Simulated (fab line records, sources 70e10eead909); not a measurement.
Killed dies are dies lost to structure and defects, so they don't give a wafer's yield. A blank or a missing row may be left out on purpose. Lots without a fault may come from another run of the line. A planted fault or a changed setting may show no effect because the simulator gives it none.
Chamber matching | flow nand_harc | NHARC_A_SGD_CUT_ETCHBACK_24 on rie_diel-06: 4 sister chambers
The step etches the open film in CH3F/O2, target depth 50 nm, time 92.857 s. 8 wafers are shown with their chamber, then 8 later ones without.

WAFERS WITH THEIR CHAMBER
wafer  | chamber | drypump_motor_current_A (A) | rf_vpp_V (V)
L078.2 | 2       | 6.5                         | 242.0
L087.3 | 0       | 5.0                         | 241.3
L087.5 | 1       | 5.7                         | 243.5
L087.6 | 2       | 6.5                         | 242.6
L088.1 | 3       | 5.2                         | 246.4
L088.3 | 1       | 5.6                         | 245.0
L088.5 | 3       | 5.2                         | 245.2
L091.2 | 0       | 5.0                         | 242.1

WAFERS WITHOUT THEIR CHAMBER
wafer  | drypump_motor_current_A (A) | rf_vpp_V (V)
L091.3 | 6.5                         | 243.1
L091.4 | 5.2                         | 244.1
L092.4 | 5.7                         | 244.9
L092.5 | 6.5                         | 242.5
L092.6 | 5.2                         | 245.3
L094.1 | 5.0                         | 241.3
L094.2 | 5.7                         | 245.9
L094.3 | 5.2                         | 245.9

WHICH CHAMBER EACH WENT THROUGH
wafer  | from the rows above | in truth
L091.3 | 2                   | 2
L091.4 | 3                   | 3
L092.4 | 1                   | 1
L092.5 | 2                   | 2
L092.6 | 3                   | 3
L094.1 | 0                   | 0
L094.2 | 1                   | 1
L094.3 | 3                   | 3
Placed correctly: 8 of 8. Can't be placed from these rows: 0. Placed wrongly: 0.
How it was worked out, from the rows above alone: a wafer's distance from a chamber is the root of the sum, over the readings, of the square of ((its reading less the chamber's mean) divided by the reading's scatter). The wafer belongs to the nearest chamber; if the next one is less than 2 further off, it can't be placed. A chamber's mean is the mean of its shown wafers. The scatter: the root of (the sum of the squares of (reading less its chamber's mean) over the shown wafers, divided by (wafers less chambers)).
